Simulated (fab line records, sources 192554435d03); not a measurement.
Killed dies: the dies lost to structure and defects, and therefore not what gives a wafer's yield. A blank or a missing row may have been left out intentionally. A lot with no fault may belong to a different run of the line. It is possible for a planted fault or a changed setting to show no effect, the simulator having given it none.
fab line records    flow n5Finfet
record lots=10  wafers=30  lastDay=17
route steps=1938 shown BEOL_M8@1347
lots untouched by any fault: they come from a run of this same line in which no faults occurred
startH: start of the lot's first displayed wafer, in hours after the record's first day    waitH: hours from the lot's prior step to this one    " unchanged from the row above    L1.1+2: a row that stands for several wafers    - no value, or no start given    * or withheld: withheld    < > ~ a bound
route shown NAME@n: a module of which the file shows steps, and the number in the route of the first    usual: mean and standard deviation over wafers with no fault    same: alike in all rows    chamber/n: place in a boat    sites: readings site by site    _std_site: their standard deviation    _edge_site: outer sites' mean less inner sites'    radiusMm: how far each site lies from the wafer's centre    mask NAME#n: copy n    behind: the most recent tool/chamber to have shaped the wafer    hold: why the lot was held/for how many hours/how that ended    device: whichever transistor did not switch (one of n, p or np)    end of line: the tests these same wafers got at the end of their route    a step given without rows: its recipe and nothing more    killed: count of dies lost to structure and defects at first sort (not the wafer's yield)    map: per-die view of a wafer (x killed, . not killed, _ where there is no die)
set.NAME: the run value of the setting; set.NAME@STEP: its run value at that earlier step    model.NAME: the simulator's own value behind a step, which no gauge read
one table for each step of the route and one row for each wafer, over a sample of lots
services: the hour from which a tool's chamber was out of use, counted from the record's first day as startH (under 0 if before that day), plus the number of hours and why
## steps
# step N5_BEOL_M8_INSPECT_13
# recipe mode=adi  inspectInstrument=brightfield
# usual rawDefectCount=403/90
lot.wafer  tool              chamber  startH  waitH  rawDefectCount
L687.1     defectInspect-02  -        199.79  0.0    340
L687.2     "                 -        "       "      349
L687.4     "                 -        "       "      365
L688.1     defectInspect-01  -        210.22  0.0    266
L688.3     "                 -        "       "      326
L688.4     "                 -        "       "      271
L693.3     defectInspect-02  -        232.27  0.0    371
L693.4     "                 -        "       "      254
L693.5     "                 -        "       "      249
L692.1     defectInspect-01  -        234.21  0.0    373
L692.3     "                 -        "       "      386
L692.4     "                 -        "       "      475
L691.1     defectInspect-01  -        241.27  0.0    587
L691.5     "                 -        "       "      547
L691.6     "                 -        "       "      600
L695.3     defectInspect-01  -        241.44  0.0    436
L695.4     "                 -        "       "      386
L695.6     "                 -        "       "      354
L701.3     defectInspect-02  -        300.79  0.0    393
L701.5     "                 -        "       "      443
L701.6     "                 -        "       "      443
L707.1     defectInspect-01  -        325.01  0.0    352
L707.4     "                 -        "       "      313
L707.6     "                 -        "       "      275
L708.1     defectInspect-02  -        343.76  0.0    262
L708.3     "                 -        "       "      338
L708.4     "                 -        "       "      375
L710.3     defectInspect-02  -        344.25  0.0    504
L710.4     "                 -        "       "      350
L710.6     "                 -        "       "      332
# step N5_BEOL_M8_DESCUM_16
# recipe chemistry=O2  timeS=7.9  sourcePowerW=50  biasPowerW=20  pressureMtorr=20  rfFrequencyHz=2.712e+07  tempC=40  resist=CAR-ArF  o2FlowSccm=225
# usual biasPowerW=20.01/0.063  drypumpMotorCurrentA=5.6/0.52  oesProductAu=0.78/0.088  rfVppV=242.7/1.4  showerheadPlenumPTorr=2.07/0.073  throttleValvePct=20.54/0.21
lot.wafer  tool        chamber  startH  waitH  biasPowerW  drypumpMotorCurrentA  oesProductAu  rfHoursCounterH  rfVppV  showerheadPlenumPTorr  throttleValvePct
L687.1     rieDiel-06  1        199.91  0.1    19.86       5.6                   0.72          190              238.1   1.92                   20.78
L687.2     "           2        "       "      19.99       5.6                   0.89          30               244.3   2.14                   20.26
L687.4     "           3        "       "      20.00       5.1                   0.90          20               241.7   2.06                   20.33
L688.1     rieDiel-06  3        210.25  0.0    20.01       5.1                   0.91          23               242.1   2.06                   20.33
L688.3     "           2        "       "      19.90       5.6                   0.89          33               243.1   2.14                   20.26
L688.4     "           1        "       "      19.99       5.6                   0.72          -                240.9   1.92                   20.79
L693.3     rieDiel-06  2        232.30  0.0    20.10       5.6                   0.87          40               245.6   2.14                   20.27
L693.4     "           1        "       "      19.89       5.6                   0.72          200              241.2   1.92                   20.79
L693.5     "           0        "       "      19.99       6.4                   0.99          -                242.2   2.05                   20.18
L692.1     rieDiel-06  1        234.28  0.1    20.02       5.7                   0.71          201              240.8   1.92                   20.78
L692.3     "           2        "       "      19.99       5.6                   0.87          41               243.1   2.14                   20.28
L692.4     "           3        "       "      19.89       5.1                   0.88          30               241.9   2.06                   20.33
L691.1     rieDiel-05  2        241.33  0.1    20.05       6.5                   0.78          151              243.1   2.09                   20.36
L691.5     "           0        "       "      19.97       5.7                   0.71          -                241.4   2.08                   20.85
L691.6     "           3        "       "      20.06       5.4                   0.73          -                241.4   2.08                   20.53
L695.3     rieDiel-04  3        241.47  0.0    20.00       4.8                   0.72          181              241.4   2.00                   20.75
L695.4     "           1        "       "      20.03       5.8                   0.84          69               243.0   2.12                   20.64
L695.6     "           3        "       "      20.00       4.9                   0.71          -                241.0   2.00                   20.76
L701.3     rieDiel-05  0        300.89  0.1    19.98       5.7                   0.71          227              242.9   2.07                   20.88
L701.5     "           3        "       "      20.01       5.4                   0.73          -                242.5   2.08                   20.57
L701.6     "           2        "       "      20.00       6.5                   0.76          -                241.3   2.08                   20.40
L707.1     rieDiel-06  3        325.25  0.2    20.04       5.1                   0.83          62               242.3   2.04                   20.41
L707.4     "           0        "       "      20.02       6.4                   0.90          35               241.7   2.04                   20.23
L707.6     "           0        "       "      20.02       6.4                   0.91          -                243.3   2.04                   20.22
L708.1     rieDiel-04  3        344.20  0.4    19.99       4.9                   0.69          211              240.5   1.99                   20.79
L708.3     "           1        "       "      19.87       5.8                   0.79          101              244.6   2.10                   20.70
L708.4     "           0        "       "      19.98       6.0                   0.71          187              242.7   2.16                   20.58
L710.3     rieDiel-05  2        344.29  0.0    20.03       6.5                   0.74          198              242.8   2.07                   20.43
L710.4     "           0        "       "      19.98       5.7                   0.69          249              242.5   2.06                   20.91
L710.6     "           3        "       "      20.07       5.4                   0.70          -                242.9   2.07                   20.60
# step N5_BEOL_M8_ETCH_65
# recipe chemistry=CF4  target=SiARC  targetDepthA=156  maskMaterial=CAR-EUV  timeS=26  ionEnergyEv=80  pressureMtorr=40  sourceW=545  biasW=36  Ar_flow_sccm=100  cf4FlowSccm=100  ends=cleared
# usual drypumpMotorCurrentA=5.7/0.55  etchRfOnTimeS=25.7/0.68  oesProductAu=0.66/0.075  rfVppV=183.8/1.2  showerheadPlenumPTorr=2.12/0.077  throttleValvePct=15.73/0.22
lot.wafer  tool        chamber  startH  waitH  drypumpMotorCurrentA  etchRfOnTimeS  oesProductAu  rfHoursCounterH  rfVppV  showerheadPlenumPTorr  throttleValvePct
L687.1     rieDiel-05  3        203.17  0.0    5.4                   24.8           0.66          175              183.8   2.12                   15.59
L687.2     "           0        "       "      5.7                   26.8           0.62          192              183.4   2.11                   15.92
L687.4     "           2        "       "      6.5                   25.5           0.68          136              182.2   2.13                   15.52
L688.1     rieDiel-04  3        215.37  0.0    4.8                   25.4           0.62          171              182.1   2.05                   15.85
L688.3     "           2        "       "      4.9                   27.1           0.59          217              184.1   2.20                   15.76
L688.4     "           1        "       "      5.8                   25.3           0.73          59               183.8   2.18                   15.82
L693.3     rieDiel-06  2        233.82  0.0    5.6                   25.0           0.76          41               183.4   2.17                   15.38
L693.4     "           0        "       "      6.4                   26.0           0.84          4                184.2   2.10                   15.26
L693.5     "           3        "       "      5.1                   25.5           0.75          -                183.2   2.09                   15.36
L692.1     rieDiel-06  0        236.72  0.0    6.4                   25.8           0.84          5                183.4   2.10                   15.28
L692.3     "           3        "       "      5.1                   25.2           0.76          31               184.7   2.09                   15.39
L692.4     "           2        "       "      5.6                   24.6           0.77          42               185.5   2.17                   15.39
L691.1     rieDiel-06  3        243.10  0.0    5.1                   25.3           0.75          33               183.4   2.09                   15.39
L691.5     "           2        "       "      5.6                   24.9           0.75          -                185.9   2.17                   15.36
L691.6     "           1        "       "      5.6                   25.7           0.62          -                180.4   1.96                   15.86
L695.3     rieDiel-05  1        243.19  0.0    6.1                   24.4           0.62          223              182.0   2.02                   15.97
L695.4     "           0        "       "      5.8                   26.4           0.61          206              184.0   2.11                   15.96
L695.6     "           1        "       "      6.1                   24.4           0.63          -                181.9   2.02                   15.99
L701.3     rieDiel-05  0        302.60  0.0    5.8                   26.1           0.60          228              184.6   2.10                   16.01
L701.5     "           2        "       "      6.5                   41.3           0.51          -                184.5   2.12                   15.61
L701.6     "           1        "       "      6.1                   40.1           0.48          -                184.6   2.02                   16.02
L707.1     rieDiel-06  2        326.72  0.0    5.6                   25.2           0.72          71               185.3   2.16                   15.41
L707.4     "           0        "       "      6.4                   26.6           0.76          36               183.5   2.09                   15.32
L707.6     "           1        "       "      5.6                   26.1           0.59          -                182.0   1.95                   15.92
L708.1     rieDiel-04  3        345.19  0.0    4.9                   25.5           0.59          211              183.9   2.04                   15.93
L708.3     "           2        "       "      4.9                   25.7           0.86          1                184.0   2.19                   15.29
L708.4     "           1        "       "      5.8                   25.2           0.69          102              182.9   2.16                   15.89
L710.3     rieDiel-04  3        348.39  0.0    4.9                   25.3           0.59          212              183.0   2.04                   15.93
L710.4     "           2        "       "      4.9                   25.8           0.85          2                183.4   2.19                   15.31
L710.6     "           3        "       "      4.9                   25.6           0.59          -                183.1   2.04                   15.94
# step N5_BEOL_M8_ETCH_66
# recipe chemistry=N2/H2  target=SOC  targetDepthA=800  overetchA=160  maskMaterial=SiARC  tempC=40  timeS=120  ionEnergyEv=200  pressureMtorr=30  sourceW=840  biasW=150  n2FlowSccm=200  h2FlowSccm=200
# usual drypumpMotorCurrentA=5.7/0.55  oesProductAu=0.59/0.065  rfVppV=523.1/2.8  showerheadPlenumPTorr=2.51/0.098  throttleValvePct=17.95/0.23
lot.wafer  tool        chamber  startH  waitH  drypumpMotorCurrentA  oesProductAu  rfHoursCounterH  rfVppV  showerheadPlenumPTorr  throttleValvePct
L687.1     rieDiel-05  3        203.20  0.0    5.4                   0.57          175              523.7   2.51                   17.65
L687.2     "           0        "       "      5.8                   0.56          192              522.2   2.53                   18.25
L687.4     "           2        "       "      6.5                   0.60          136              524.7   2.55                   17.77
L688.1     rieDiel-04  3        215.39  0.0    4.9                   0.56          171              521.3   2.43                   18.11
L688.3     "           2        "       "      4.9                   0.54          217              526.5   2.62                   17.89
L688.4     "           1        "       "      5.8                   0.65          59               525.5   2.58                   18.04
L693.3     rieDiel-06  2        233.85  0.0    5.6                   0.67          41               525.0   2.57                   17.44
L693.4     "           0        "       "      6.4                   0.75          4                522.8   2.51                   17.75
L693.5     "           3        "       "      5.1                   0.68          -                522.9   2.49                   17.69
L692.1     rieDiel-06  0        236.74  0.0    6.5                   0.74          5                522.8   2.51                   17.77
L692.3     "           3        "       "      5.1                   0.67          31               521.4   2.49                   17.70
L692.4     "           2        "       "      5.6                   0.66          42               526.3   2.57                   17.44
L691.1     rieDiel-06  3        243.13  0.0    5.1                   0.66          33               522.1   2.49                   17.69
L691.5     "           2        "       "      5.6                   0.67          -                526.1   2.57                   17.45
L691.6     "           1        "       "      5.6                   0.55          -                517.3   2.30                   17.94
L695.3     rieDiel-05  1        243.22  0.0    6.1                   0.55          223              520.1   2.40                   18.10
L695.4     "           0        "       "      5.8                   0.55          206              522.6   2.52                   18.30
L695.6     "           1        "       "      6.1                   0.55          -                520.9   2.40                   18.10
L701.3     rieDiel-05  0        302.63  0.0    5.7                   0.54          228              523.8   2.51                   18.32
L701.5     "           2        "       "      6.5                   0.58          -                524.1   2.54                   17.83
L701.6     "           1        "       "      6.1                   0.53          -                519.0   2.40                   18.14
L707.1     rieDiel-06  2        326.75  0.0    5.6                   0.63          71               525.1   2.55                   17.52
L707.4     "           0        "       "      6.4                   0.68          36               522.3   2.50                   17.81
L707.6     "           1        "       "      5.6                   0.54          -                517.5   2.29                   17.98
L708.1     rieDiel-04  3        345.22  0.0    4.9                   0.53          211              520.2   2.42                   18.18
L708.3     "           2        "       "      4.9                   0.77          1                525.5   2.60                   17.47
L708.4     "           1        "       "      5.8                   0.61          102              523.4   2.56                   18.10
L710.3     rieDiel-04  3        348.41  0.0    4.9                   0.53          212              519.7   2.42                   18.18
L710.4     "           2        "       "      4.9                   0.77          2                526.0   2.60                   17.48
L710.6     "           3        "       "      4.9                   0.52          -                520.6   2.42                   18.15
## services
tool        chamber  startH  hours  kind
rieDiel-04  3        191.39  5.6    repair
rieDiel-06  0        204.57  -      clean
rieDiel-06  0        204.57  -      consumableReplace:focusRing
rieDiel-06  0        204.57  14.5   scheduledDown
rieDiel-06  0        204.57  14.5   ventCycle
rieDiel-05  -        219.24  0.6    repair
rieDiel-06  -        226.50  4.3    pm
rieDiel-06  2        244.62  10.0   repair
rieDiel-05  1        249.20  16.5   repair
rieDiel-04  3        277.18  5.2    repair
rieDiel-04  2        310.68  -      clean
rieDiel-04  2        310.68  -      consumableReplace:focusRing
rieDiel-04  2        310.68  15.0   scheduledDown
rieDiel-04  2        310.68  15.0   ventCycle
rieDiel-05  1        327.80  -      clean
rieDiel-05  1        327.80  -      consumableReplace:focusRing
rieDiel-05  1        327.80  -      consumableReplace:showerhead
rieDiel-05  1        327.80  14.5   scheduledDown
rieDiel-05  1        327.80  14.5   ventCycle
rieDiel-04  -        328.49  15.6   pm
rieDiel-05  0        347.40  -      clean
rieDiel-05  0        347.40  -      consumableReplace:focusRing
rieDiel-05  0        347.40  19.4   scheduledDown
rieDiel-05  0        347.40  19.4   ventCycle
## key
firstSign step=N5_BEOL_M8_ETCH_65  reading=etchRfOnTimeS  direction=up  sigmas=22  usual=*  struck=*
effect none on later readings
metAt N5_BEOL_M8_ETCH_65
struckLots L701
struckWafers L701.5,L701.6
notActingAt N5_BEOL_M8_INSPECT_13,N5_BEOL_M8_DESCUM_16,N5_BEOL_M8_ETCH_66
onsetBetween 243.19 302.60
fault kind=processParameterDrift  tool=rieDiel-05  chamber=-  onsetH=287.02  steps=N5_BEOL_M8_ETCH_65  channel=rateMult  offset=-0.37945  shape=step  endH=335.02  scope=struckWafersOnly
